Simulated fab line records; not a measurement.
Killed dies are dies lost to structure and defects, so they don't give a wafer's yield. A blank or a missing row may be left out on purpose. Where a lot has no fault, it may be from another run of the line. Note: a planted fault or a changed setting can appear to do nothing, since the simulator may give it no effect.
Split-lot study | flow n5Finfet | route with 1938 steps; 7 lots, 39 wafers read

== ON THE SPLIT ==
At N5_FIN_CUT_CUT_ETCH_15 (etches Si in HBr/Cl2/O2, target depth 100 nm, bt time 10 s, time 42.4 s), the setting timeS was moved away from the recipe's 42.4 s on 18 of the 39 wafers read, by -17.1% to +21.7%. The other wafers ran this setting at the recipe's value.

Reading taken at the split's own step.

== THE READING ==
SOC_of_FIN_CUT_COAT_18.thkNm (the simulator's own value, which no gauge read), in nm, at N5_FIN_CUT_CUT_ETCH_15 (etches Si in HBr/Cl2/O2, target depth 100 nm, bt time 10 s, time 42.4 s). There is no usual value for it anywhere in the file. Average 170.6 nm, standard deviation 1.1 nm, over the 21 wafers here run with the recipe.

wafer  | tool, chamber at the split | timeS as run, s | against the recipe | SOC_of_FIN_CUT_COAT_18.thkNm, nm | against lot-mates on the recipe
L075.1 | rieSi-05, 2                | 42.4            | recipe             | 171.2                            | -
L075.2 | rieSi-05, 1                | 42.4            | recipe             | 169.2                            | -
L075.3 | rieSi-05, 0                | 42.4            | recipe             | 170.4                            | -
L075.4 | rieSi-05, 0                | 35.13           | -17.1%             | 178                              | +7.7
L075.5 | rieSi-05, 1                | 35.13           | -17.1%             | 176.2                            | +5.9
L075.6 | rieSi-05, 2                | 35.13           | -17.1%             | 176.6                            | +6.3
L079.1 | rieSi-05, 0                | 42.4            | recipe             | 171                              | -
L079.2 | rieSi-05, 2                | 48.19           | +13.7%             | 166                              | -4.8
L079.3 | rieSi-05, 1                | 42.4            | recipe             | 170.2                            | -
L079.4 | rieSi-05, 1                | 48.19           | +13.7%             | 164.4                            | -6.4
L079.5 | rieSi-05, 0                | 42.4            | recipe             | 171.2                            | -
L079.6 | rieSi-05, 2                | 48.19           | +13.7%             | 166.6                            | -4.2
L081.1 | rieSi-02, 1                | 42.4            | recipe             | 173.6                            | -
L081.3 | rieSi-02, 0                | 42.4            | recipe             | 171.2                            | -
L081.5 | rieSi-02, 3                | 42.4            | recipe             | 170.4                            | -
L083.1 | rieSi-04, 2                | 42.4            | recipe             | 170.8                            | -
L083.2 | rieSi-04, 3                | 49.92           | +17.7%             | 163.2                            | -7.3
L083.3 | rieSi-04, 0                | 42.4            | recipe             | 170.2                            | -
L083.4 | rieSi-04, 1                | 42.4            | recipe             | 170.4                            | -
L083.5 | rieSi-04, 0                | 49.92           | +17.7%             | 162.6                            | -7.9
L083.6 | rieSi-04, 3                | 49.92           | +17.7%             | 163.6                            | -6.9
L084.1 | rieSi-05, 1                | 42.4            | recipe             | 169                              | -
L084.2 | rieSi-05, 0                | 49.44           | +16.6%             | 163.8                            | -6.9
L084.3 | rieSi-05, 2                | 42.4            | recipe             | 171.8                            | -
L084.4 | rieSi-05, 0                | 49.44           | +16.6%             | 164.8                            | -5.9
L084.5 | rieSi-05, 2                | 42.4            | recipe             | 171.2                            | -
L084.6 | rieSi-05, 1                | 49.44           | +16.6%             | 163.6                            | -7.1
L087.1 | rieSi-02, 1                | 42.4            | recipe             | 172.2                            | -
L087.2 | rieSi-02, 3                | 51.61           | +21.7%             | 160.2                            | -10.5
L087.3 | rieSi-02, 2                | 42.4            | recipe             | 170.4                            | -
L087.4 | rieSi-02, 0                | 51.61           | +21.7%             | 162.2                            | -8.5
L087.5 | rieSi-02, 1                | 51.61           | +21.7%             | 164                              | -6.7
L087.6 | rieSi-02, 0                | 42.4            | recipe             | 169.4                            | -
L088.1 | rieSi-05, 3                | 42.4            | recipe             | 169.6                            | -
L088.2 | rieSi-05, 2                | 39.62           | -6.6%              | 173                              | +3.6
L088.3 | rieSi-05, 1                | 39.62           | -6.6%              | 172.2                            | +2.8
L088.4 | rieSi-05, 0                | 42.4            | recipe             | 168.8                            | -
L088.5 | rieSi-05, 0                | 39.62           | -6.6%              | 172.2                            | +2.8
L088.6 | rieSi-05, 1                | 42.4            | recipe             | 169.8                            | -

FIT RESULTS
A straight line over all 39 wafers: SOC_of_FIN_CUT_COAT_18.thkNm changes by -0.383 nm for each +1% of timeS; r = -0.97; the points scatter about the line by 1.1 nm.
The same after taking each lot's own level away (the mean of its wafers on the recipe; 39 wafers): -0.398 nm for each +1%; r = -0.98; scatter 0.93 nm.
That fit puts the effect of the largest move of timeS on the reading at 8.6 nm.
The span of the lots' own levels, 169.40 to 171.73 nm, comes to 2.1 times the standard deviation stated above.
The two slopes agree, so the slope changes little with the lot-to-lot level.
Check: -8.4 nm against its lot-mates is what the line predicts for one of the wafers moved furthest among these (+21.7%) when that wafer is left out of the fit. Against them it came out at -10.5 nm.

== THE WHOLE CHAIN: every reading that the file lists as answering this split, in the file's order ==
step                   | what it does                                                            | reading                                                                       | change (the file's fit)               | r (the file's)
N5_FIN_CUT_CUT_ETCH_15 | etches Si in HBr/Cl2/O2, target depth 100 nm, bt time 10 s, time 42.4 s | etch.depthNm (the simulator's own value, which no gauge read)                 | +1.05 nm for each +1% of the setting  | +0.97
N5_FIN_CUT_CUT_ETCH_15 | etches Si in HBr/Cl2/O2, target depth 100 nm, bt time 10 s, time 42.4 s | FIN_CUT.featureDepthNm (the simulator's own value, which no gauge read)       | +1.05 nm for each +1% of the setting  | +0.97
N5_FIN_CUT_CUT_ETCH_15 | etches Si in HBr/Cl2/O2, target depth 100 nm, bt time 10 s, time 42.4 s | SOC_of_FIN_CUT_COAT_18.thkNm (the simulator's own value, which no gauge read) | -0.397 nm for each +1% of the setting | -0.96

== FILE'S OWN FIT ==
SOC_of_FIN_CUT_COAT_18.thkNm changes by -0.397 nm for each +1% of timeS, r = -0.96.
